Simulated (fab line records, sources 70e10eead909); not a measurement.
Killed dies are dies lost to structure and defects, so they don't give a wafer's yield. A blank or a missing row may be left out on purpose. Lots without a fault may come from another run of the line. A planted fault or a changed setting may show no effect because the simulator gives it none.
fab line records | flow nand_harc
record lots=24 wafers=72 last_day=24
route steps=1159 shown A_BLC@988 A_M0@1020 A_M1@1038 A_BONDPAD@1083
lots that met no fault: from a run of the same line without faults
start_h: hours from the record's first day to the start of the lot's first wafer shown | wait_h: hours since the lot's step before | " the same as in the row above | L1.1+2: a row that stands for several wafers | - no value, or no start given | * or withheld: withheld | < > ~ a bound
route shown NAME@n: a module of which the file shows steps, and the number in the route of the first | usual: mean/standard deviation of fault-free wafers | same: alike in all rows | chamber/n: place in a boat | sites: the reading at each site | _std_site: their standard deviation | _edge_site: outer sites' mean less inner sites' | radius_mm: how far each site lies from the wafer's centre | mask NAME#n: copy n | behind: the tool/chamber that last shaped the wafer | hold: why the lot was held/for how many hours/how that ended | device: the transistor (n, p or np) that didn't switch | end of line: the same wafers' tests at the end of the route | a step without rows: its recipe alone | killed: dies lost to structure and defects at the first sort, not the wafer's yield | map: a wafer's dies, x killed, . not, _ none there
set.NAME: the setting as run; set.NAME@STEP: as run at that earlier step | model.NAME: the simulator's own value behind a step, which no gauge read
steps of the route over a sample of lots; a table a step, a row a wafer
services: from which hour (start_h, from the record's first day; less than 0 if before it) a tool's chamber was out of use, for how many hours, and why
## steps
# step NHARC_A_BLC_ALD_23
# recipe target_thk_a=30 pulse_time_s=1 ald_cycles=150 temp_c=450 material=TiN
# usual heater_power_w=1012/79 precursor_pulse_height_rel=1.002/0.02
# columns lot.wafer tool chamber start_h wait_h heater_power_w precursor_pulse_height_rel since_wet_clean_h
L078.4 ald_metal-03 3 401.21 - 1004 0.997 69
L078.3 " 1 " " 1014 0.992 69
L078.1 " 2 " " 1072 1.030 69
L076.2 ald_metal-02 3 406.18 - 921 1.005 32
L076.1 " 1 " " 940 1.011 32
L076.6 " 0 " " 1186 1.000 -
L079.1 ald_metal-03 2 406.98 - 1103 1.016 75
L079.4 " 3 " " 1065 0.992 75
L079.3 " 0 " " 982 0.985 75
L075.1 ald_metal-03 3 413.21 - 1045 0.986 81
L075.4 " 1 " " 1004 0.989 81
L075.3 " 2 " " 1073 1.002 81
L074.1 ald_metal-02 3 414.44 - 934 1.012 40
L074.2 " 1 " " 927 0.995 41
L074.5 " 2 " " 1166 1.016 -
L077.4 ald_metal-03 0 415.43 - 982 0.957 83
L077.3 " 1 " " 1025 1.014 83
L077.2 " 2 " " 1057 1.012 84
L080.3 ald_metal-03 3 425.29 - 1028 0.990 93
L080.4 " 1 " " 1008 1.005 93
L080.6 " 3 " " 1037 0.998 -
L083.1 ald_metal-04 0 435.95 - 886 1.000 20
L083.2 " 2 " " 986 0.980 20
L083.6 " 1 " " 960 1.006 -
L082.1 ald_metal-03 3 442.18 - 1042 1.027 110
L082.2 " 0 " " 999 1.004 110
L082.5 " 3 " " 1013 1.000 -
L084.1 ald_metal-04 2 448.07 - 968 0.981 32
L084.3 " 0 " " 884 1.018 32
L084.4 " 1 " " 986 1.009 32
L081.2 ald_metal-02 1 448.63 - 898 1.013 75
L081.1 " 2 " " 1138 1.015 75
L081.6 " 0 " " 1138 0.970 -
L085.2 ald_metal-02 0 460.17 - 1134 0.994 86
L085.3 " 1 " " 933 1.034 86
L085.1 " 3 " " 925 0.976 86
L089.4 ald_metal-04 0 460.92 - 907 0.954 45
L089.2 " 1 " " 1025 1.026 45
L089.6 " 3 " " 1047 1.000 -
L087.4 ald_metal-04 2 477.51 - 956 0.976 61
L087.2 " 3 " " 1043 0.973 62
L087.5 " 1 " " 1003 0.988 -
L086.3 ald_metal-03 0 477.71 - 1016 0.984 146
L086.1 " 1 " " 1019 0.974 146
L086.6 " 0 " " 999 0.992 -
L088.1 ald_metal-02 2 491.01 - 1119 0.962 117
L088.2 " 0 " " 1171 0.984 117
L088.5 " 1 " " 922 1.002 -
L090.3 ald_metal-04 2 496.15 - 966 1.029 80
L090.6 " 0 " " 884 0.992 -
L090.5 " 1 " " 1002 1.029 -
L091.1 ald_metal-04 3 496.81 - 1050 0.987 81
L091.4 " 0 " " 902 1.001 81
L091.3 " 2 " " 997 1.011 81
L092.4 ald_metal-03 0 498.41 - 992 1.012 166
L092.6 " 3 " " 1032 1.005 -
L092.5 " 0 " " 976 1.005 -
L094.1 ald_metal-02 3 508.54 - 910 1.011 135
L094.2 " 0 " " 1162 0.995 135
L094.6 " 2 " " 1125 0.990 -
L093.3 ald_metal-04 2 509.38 - 999 1.019 93
L093.4 " 0 " " 894 1.042 93
L093.6 " 1 " " 981 1.006 -
L097.4 ald_metal-03 1 519.22 - 952 1.017 9
L097.2 " 0 " " 963 0.983 9
L097.6 " 1 " " 935 1.019 -
L095.1 ald_metal-03 2 524.24 - 1073 1.041 14
L095.4 " 3 " " 1023 1.019 14
L095.6 " 1 " " 956 1.026 -
L096.3 ald_metal-02 0 527.77 - 1148 1.012 154
L096.2 " 1 " " 941 1.012 154
L096.6 " 2 " " 1183 0.981 -
# step NHARC_A_M0_THK_MEAS_24
# recipe thk_meas_gauge=xrf
# usual thk_nm=113.9/1.6
# columns lot.wafer tool chamber start_h wait_h thk_nm
L078.1 film_metro-02 - 405.92 - 113.7
L078.3 " - " " 113.3
L078.4 " - " " 113.6
L076.1 film_metro-01 - 414.14 - 111.5
L076.2 " - " " 112.3
L076.6 " - " " 114.4
L079.1 film_metro-01 - 415.33 - 114.7
L079.3 " - " " 113.5
L079.4 " - " " 113.4
L075.1 film_metro-01 - 417.92 - 114.6
L075.3 " - " " 114.5
L075.4 " - " " 113.9
L074.1 film_metro-01 - 425.55 - 113.9
L074.2 " - " " 115.0
L074.5 " - " " 112.8
L077.2 film_metro-02 - 425.64 - 114.6
L077.3 " - " " 116.9
L077.4 " - " " 116.2
L080.3 film_metro-01 - 433.35 - 112.5
L080.4 " - " " 117.7
L080.6 " - " " 115.0
L083.1 film_metro-01 - 442.74 - 112.3
L083.2 " - " " 113.3
L083.6 " - " " 112.6
L082.1 film_metro-01 - 448.49 - 114.9
L082.2 " - " " 112.7
L082.5 " - " " 112.9
L084.1 film_metro-02 - 452.60 - 112.8
L084.3 " - " " 115.0
L084.4 " - " " 114.2
L081.1 film_metro-02 - 453.79 - 113.0
L081.2 " - " " 113.6
L081.6 " - " " 111.2
L089.2 film_metro-01 - 466.45 - 112.2
L089.4 " - " " 112.4
L089.6 " - " " 114.5
L085.1 film_metro-02 - 466.81 - 112.6
L085.2 " - " " 113.0
L085.3 " - " " 112.7
L087.2 film_metro-02 - 482.29 - 112.7
L087.4 " - " " 114.5
L087.5 " - " " 114.9
L086.1 film_metro-01 - 490.98 - 114.6
L086.3 " - " " 115.0
L086.6 " - " " 114.7
L088.1 film_metro-02 - 498.08 - 114.5
L088.2 " - " " 114.3
L088.5 " - " " 117.5
L090.3 film_metro-02 - 500.93 - 116.4
L090.5 " - " " 115.1
L090.6 " - " " 113.8
L091.1 film_metro-01 - 504.37 - 116.9
L091.3 " - " " 118.1
L091.4 " - " " 116.2
L092.4 film_metro-02 - 507.13 - 115.5
L092.5 " - " " 114.3
L092.6 " - " " 114.0
L094.1 film_metro-02 - 513.35 - 116.7
L094.2 " - " " 117.4
L094.6 " - " " 114.9
L093.3 film_metro-01 - 513.96 - 114.5
L093.4 " - " " 112.8
L093.6 " - " " 115.0
L097.2 film_metro-01 - 525.44 - 113.0
L097.4 " - " " 113.8
L097.6 " - " " 115.9
L095.1 film_metro-01 - 529.52 - 113.4
L095.4 " - " " 114.2
L095.6 " - " " 112.3
L096.2 film_metro-01 - 532.45 - 112.7
L096.3 " - " " 111.9
L096.6 " - " " 111.6
# step NHARC_A_M1_INSPECT_11
# usual raw_defect_count=30/13
# columns lot.wafer tool chamber start_h wait_h raw_defect_count
L078.1 defect_inspect-02 - 407.59 0.0 27
L078.3 " - " " 11
L078.4 " - " " 20
L076.1 defect_inspect-01 - 415.98 0.0 26
L076.2 " - " " 21
L076.6 " - " " 26
L079.1 defect_inspect-01 - 416.88 0.0 12
L079.3 " - " " 6
L079.4 " - " " 13
L075.1 defect_inspect-02 - 419.48 0.0 37
L075.3 " - " " 35
L075.4 " - " " 35
L074.1 defect_inspect-02 - 427.30 0.0 22
L074.2 " - " " 34
L074.5 " - " " 31
L077.2 defect_inspect-01 - 427.58 0.0 21
L077.3 " - " " 22
L077.4 " - " " 30
L080.3 defect_inspect-02 - 435.05 0.0 12
L080.4 " - " " 16
L080.6 " - " " 15
L083.1 defect_inspect-01 - 444.32 0.0 35
L083.2 " - " " 61
L083.6 " - " " 33
L082.1 defect_inspect-02 - 450.20 0.0 20
L082.2 " - " " 13
L082.5 " - " " 22
L084.1 defect_inspect-02 - 454.33 0.0 27
L084.3 " - " " 30
L084.4 " - " " 27
L081.1 defect_inspect-01 - 455.46 0.0 33
L081.2 " - " " 37
L081.6 " - " " 21
L089.2 defect_inspect-02 - 468.12 0.0 23
L089.4 " - " " 21
L089.6 " - " " 24
L085.1 defect_inspect-01 - 468.50 0.0 58
L085.2 " - " " 64
L085.3 " - " " 59
L087.2 defect_inspect-01 - 484.40 0.0 38
L087.4 " - " " 24
L087.5 " - " " 40
L086.1 defect_inspect-01 - 492.66 0.0 31
L086.3 " - " " 30
L086.6 " - " " 31
L088.1 defect_inspect-02 - 499.64 0.0 21
L088.2 " - " " 18
L088.5 " - " " 21
L090.3 defect_inspect-02 - 502.49 0.0 30
L090.5 " - " " 36
L090.6 " - " " 24
L091.1 defect_inspect-02 - 506.05 0.0 30
L091.3 " - " " 38
L091.4 " - " " 32
L092.4 defect_inspect-02 - 508.95 0.0 26
L092.5 " - " " 28
L092.6 " - " " 37
L094.1 defect_inspect-02 - 515.05 0.1 65
L094.2 " - " " 68
L094.6 " - " " 59
L093.3 defect_inspect-01 - 515.64 0.0 19
L093.4 " - " " 15
L093.6 " - " " 17
L097.2 defect_inspect-01 - 527.11 0.0 36
L097.4 " - " " 34
L097.6 " - " " 28
L095.1 defect_inspect-02 - 531.20 0.0 47
L095.4 " - " " 46
L095.6 " - " " 37
L096.2 defect_inspect-01 - 534.12 0.0 50
L096.3 " - " " 48
L096.6 " - " " 29
# step NHARC_A_M1_PVD_20
# recipe target_thk_a=50 bias_v=168.6 power_w=15000 chamber_pressure_pa=0.12 time_s=8.06 substrate_temp_c=50 material=TaN
# usual chamber_pressure_pa=0.11998/0.00024 throttle_valve_pct=29.8/1.1
# same time_s=8.06
# columns lot.wafer tool chamber start_h wait_h chamber_pressure_pa throttle_valve_pct
L078.1 pvd_sputter-02 - - - 0.12028 30.2
L078.3 " - " " 0.12002 31.4
L078.4 " - " " 0.12048 29.8
L076.1 pvd_sputter-01 - - - 0.11987 29.9
L076.2 " - " " 0.11996 27.2
L076.6 " - " " 0.12016 29.5
L079.1 pvd_sputter-01 - - - 0.11948 31.6
L079.4 " - " " 0.11994 29.4
L079.3 " - " " 0.11999 29.9
L075.1 pvd_sputter-01 - - - 0.12019 29.3
L075.4 " - " " 0.12041 29.7
L075.3 " - " " 0.12006 31.7
L074.2 pvd_sputter-03 - - - 0.11963 29.7
L074.1 " - " " 0.12013 29.0
L074.5 " - " " 0.12016 29.6
L077.2 pvd_sputter-02 - - - 0.11976 31.4
L077.3 " - " " 0.12006 29.7
L077.4 " - " " 0.11987 29.6
L080.3 pvd_sputter-01 - - - 0.11966 31.7
L080.4 " - " " 0.12047 29.5
L080.6 " - " " 0.12021 26.8
L083.2 pvd_sputter-02 - - - 0.12014 29.5
L083.1 " - " " 0.11999 30.4
L083.6 " - " " 0.11989 29.6
L082.1 pvd_sputter-02 - - - 0.11979 29.7
L082.2 " - " " 0.12021 30.2
L082.5 " - " " 0.12022 30.2
L084.1 pvd_sputter-02 - - - 0.12055 30.6
L084.4 " - " " 0.12003 31.1
L084.3 " - " " 0.12016 29.8
L081.1 pvd_sputter-01 - - - 0.11996 31.7
L081.2 " - " " 0.11979 30.0
L081.6 " - " " 0.12016 29.4
L089.2 pvd_sputter-03 - - - 0.11969 31.2
L089.4 " - " " 0.12017 29.2
L089.6 " - " " 0.12016 31.0
L085.3 pvd_sputter-01 - - - 0.12001 29.6
L085.2 " - " " 0.12023 27.0
L085.1 " - " " 0.11988 31.6
L087.2 pvd_sputter-03 - - - 0.11992 29.1
L087.4 " - " " 0.12034 29.5
L087.5 " - " " 0.11987 28.6
L086.3 pvd_sputter-01 - - - 0.12013 29.8
L086.1 " - " " 0.12008 27.1
L086.6 " - " " 0.12006 29.6
L088.2 pvd_sputter-03 - - - 0.11969 29.1
L088.1 " - " " 0.11942 31.0
L088.5 " - " " 0.11999 29.5
L090.3 pvd_sputter-02 - - - 0.11991 30.4
L090.5 " - " " 0.12004 30.0
L090.6 " - " " 0.12 30.3
L091.1 pvd_sputter-01 - - - 0.12011 30.0
L091.3 " - " " 0.1201 26.9
L091.4 " - " " 0.11999 31.5
L092.4 pvd_sputter-02 - - - 0.11999 29.6
L092.6 " - " " 0.1199 30.6
L092.5 " - " " 0.12045 31.2
L094.1 pvd_sputter-03 - - - 0.12 29.3
L094.2 " - " " 0.11949 29.3
L094.6 " - " " 0.12011 28.8
L093.4 pvd_sputter-02 - - - 0.11998 30.1
L093.3 " - " " 0.11985 31.3
L093.6 " - " " 0.11989 31.5
L097.4 pvd_sputter-03 - - - 0.11993 28.9
L097.2 " - " " 0.11998 29.7
L097.6 " - " " 0.12036 28.8
L095.4 pvd_sputter-03 - - - 0.11987 29.1
L095.1 " - " " 0.1202 29.5
L095.6 " - " " 0.11983 29.5
L096.2 pvd_sputter-03 - - - 0.11983 28.8
L096.3 " - " " 0.11971 31.1
L096.6 " - " " 0.11933 29.5
# step NHARC_A_M1_DEP_33
# recipe target_thk_a=300 temp_c=370 target_thk_nm=30 pressure_torr=3 flow_sccm=200 rf_w=450 material=SiCN
# usual heater_power_w=544/80
# columns lot.wafer tool chamber start_h wait_h heater_power_w since_wet_clean_h
L078.3 pecvd-03 0 410.37 0.1 488 105
L078.1 " 2 " " 531 105
L078.4 " 2 " " 545 -
L076.1 pecvd-04 0 418.85 0.1 548 30
L076.2 " 2 " " 531 30
L076.6 " 1 " " 427 -
L079.3 pecvd-03 1 419.71 0.1 521 114
L079.1 " 0 " " 473 115
L079.4 " 0 " " 479 -
L075.1 pecvd-04 1 422.45 0.1 428 33
L075.3 " 2 " " 541 34
L075.4 " 0 " " 643 -
L074.2 pecvd-04 2 430.28 0.1 619 41
L074.1 " 0 " " 664 41
L074.5 " 2 " " 624 -
L077.2 pecvd-03 1 430.37 0.1 568 125
L077.3 " 0 " " 511 125
L077.4 " 2 " " 555 -
L080.3 pecvd-01 2 437.93 0.1 437 7
L080.4 " 2 " " 449 -
L080.6 " 0 " " 579 -
L083.2 pecvd-03 2 447.15 0.1 473 142
L083.1 " 1 " " 583 142
L083.6 " 2 " " 484 -
L082.1 pecvd-03 2 453.20 0.1 571 148
L082.2 " 0 " " 448 148
L082.5 " 1 " " 511 -
L084.3 pecvd-01 1 457.19 0.1 629 26
L084.1 " 2 " " 472 26
L084.4 " 0 " " 663 -
L081.2 pecvd-03 2 458.82 0.1 532 154
L081.1 " 0 " " 516 154
L081.6 " 0 " " 513 -
L089.2 pecvd-01 1 471.02 0.1 627 40
L089.6 " 2 " " 464 -
L089.4 " 0 " " 637 -
L085.2 pecvd-01 0 471.31 0.1 588 40
L085.1 " 1 " " 606 40
L085.3 " 2 " " 483 40
L087.2 pecvd-03 2 487.81 0.1 508 2
L087.4 " 2 " " 506 -
L087.5 " 2 " " 500 -
L086.1 pecvd-01 0 495.53 0.1 684 64
L086.3 " 1 " " 693 65
L086.6 " 0 " " 695 -
L088.1 pecvd-01 2 502.46 0.1 434 71
L088.2 " 0 " " 640 71
L088.5 " 0 " " 643 -
L090.3 pecvd-03 0 505.75 0.2 517 -
L090.6 " 2 " " 488 -
L090.5 " 0 " " 521 -
L091.1 pecvd-03 2 509.03 0.1 440 23
L091.3 " 2 " " 449 -
L091.4 " 0 " " 520 -
L092.5 pecvd-03 0 511.86 0.2 511 -
L092.6 " 1 " " 513 -
L092.4 " 2 " " 520 -
L094.1 pecvd-04 2 517.92 0.1 589 129
L094.2 " 1 " " 441 129
L094.6 " 1 " " 449 -
L093.3 pecvd-01 1 518.49 0.1 666 87
L093.6 " 0 " " 630 -
L093.4 " 1 " " 694 -
L097.2 pecvd-04 0 530.24 0.1 662 141
L097.4 " 1 " " 431 -
L097.6 " 0 " " 665 -
L095.1 pecvd-03 2 534.17 0.1 522 48
L095.6 " 2 " " 522 -
L095.4 " 1 " " 549 -
L096.2 pecvd-01 1 537.02 0.1 699 106
L096.3 " 0 " " 688 106
L096.6 " 1 " " 692 -
# step NHARC_A_BONDPAD_PRE_CLEAN_26
# recipe time_s=30 temp_c=280 gas=H2/He
# usual heater_power_w=381/30
# same time_s=30
# columns lot.wafer tool chamber start_h wait_h heater_power_w
L078.1 pvd_sputter-03 - - - 396
L078.3 " - " " 338
L078.4 " - " " 384
L076.1 pvd_sputter-02 - - - 375
L076.2 " - " " 463
L076.6 " - " " 387
L079.1 pvd_sputter-03 - - - 394
L079.4 " - " " 365
L079.3 " - " " 343
L075.4 pvd_sputter-03 - - - 392
L075.3 " - " " 386
L075.1 " - " " 365
L074.1 pvd_sputter-02 - - - 468
L074.2 " - " " 373
L074.5 " - " " 466
L077.2 pvd_sputter-01 - - - 353
L077.3 " - " " 367
L077.4 " - " " 351
L080.3 pvd_sputter-03 - - - 386
L080.4 " - " " 387
L080.6 " - " " 363
L083.2 pvd_sputter-02 - - - 369
L083.1 " - " " 455
L083.6 " - " " 381
L082.2 pvd_sputter-03 - - - 331
L082.1 " - " " 380
L082.5 " - " " 386
L084.1 pvd_sputter-02 - - - 391
L084.4 " - " " 387
L084.3 " - " " 454
L081.2 pvd_sputter-01 - - - 346
L081.1 " - " " 385
L081.6 " - " " 354
L089.2 pvd_sputter-02 - - - 365
L089.4 " - " " 375
L089.6 " - " " 380
L085.3 pvd_sputter-01 - - - 355
L085.2 " - " " 371
L085.1 " - " " 342
L087.4 pvd_sputter-03 - - - 396
L087.2 " - " " 364
L087.5 " - " " 387
L086.1 pvd_sputter-03 - - - 389
L086.3 " - " " 357
L086.6 " - " " 392
L088.2 pvd_sputter-02 - - - 372
L088.1 " - " " 465
L088.5 " - " " 383
L090.3 pvd_sputter-03 - - - 364
L090.5 " - " " 391
L090.6 " - " " 366
L091.3 pvd_sputter-01 - - - 367
L091.4 " - " " 381
L091.1 " - " " 355
L092.4 pvd_sputter-03 - - - 361
L092.6 " - " " 363
L092.5 " - " " 378
L094.1 pvd_sputter-02 - - - 466
L094.2 " - " " 397
L094.6 " - " " 371
L093.4 pvd_sputter-02 - - - 481
L093.3 " - " " 382
L093.6 " - " " 457
L097.2 pvd_sputter-03 - - - 354
L097.4 " - " " 393
L097.6 " - " " 393
L095.1 pvd_sputter-02 - - - 381
L095.4 " - " " 468
L095.6 " - " " 379
L096.3 pvd_sputter-03 - - - 352
L096.2 " - " " 385
L096.6 " - " " 393
## services
# columns tool chamber start_h hours kind
ald_metal-04 - 378.06 5.9 repair
ald_metal-03 - 382.46 2.1 repair
pvd_sputter-02 - 395.93 0.7 repair
ald_metal-04 - 406.06 10.0 pm
pvd_sputter-02 - 409.39 10.0 pm
pvd_sputter-03 - 415.55 3.1 repair
pecvd-01 - 418.11 13.0 pm
pvd_sputter-03 - 458.05 10.0 pm
ald_metal-03 - 460.59 0.9 repair
pecvd-03 - 473.29 13.0 pm
pecvd-03 0 473.29 13.0 vent_cycle
pecvd-03 1 473.29 13.0 vent_cycle
pecvd-03 2 473.29 13.0 vent_cycle
ald_metal-04 0 479.38 4.4 repair
pecvd-03 0 486.29 - clean
ald_metal-04 - 486.36 0.3 repair
pecvd-03 1 487.58 21.5 repair
ald_metal-03 - 500.00 10.0 pm
pvd_sputter-01 - 509.17 2.1 repair
pvd_sputter-01 - 514.03 10.0 pm
ald_metal-02 1 516.44 7.0 repair
pecvd-04 1 522.59 5.7 repair
ald_metal-03 - 522.77 0.6 repair
pvd_sputter-03 - 531.28 1.0 repair
## key
fault none
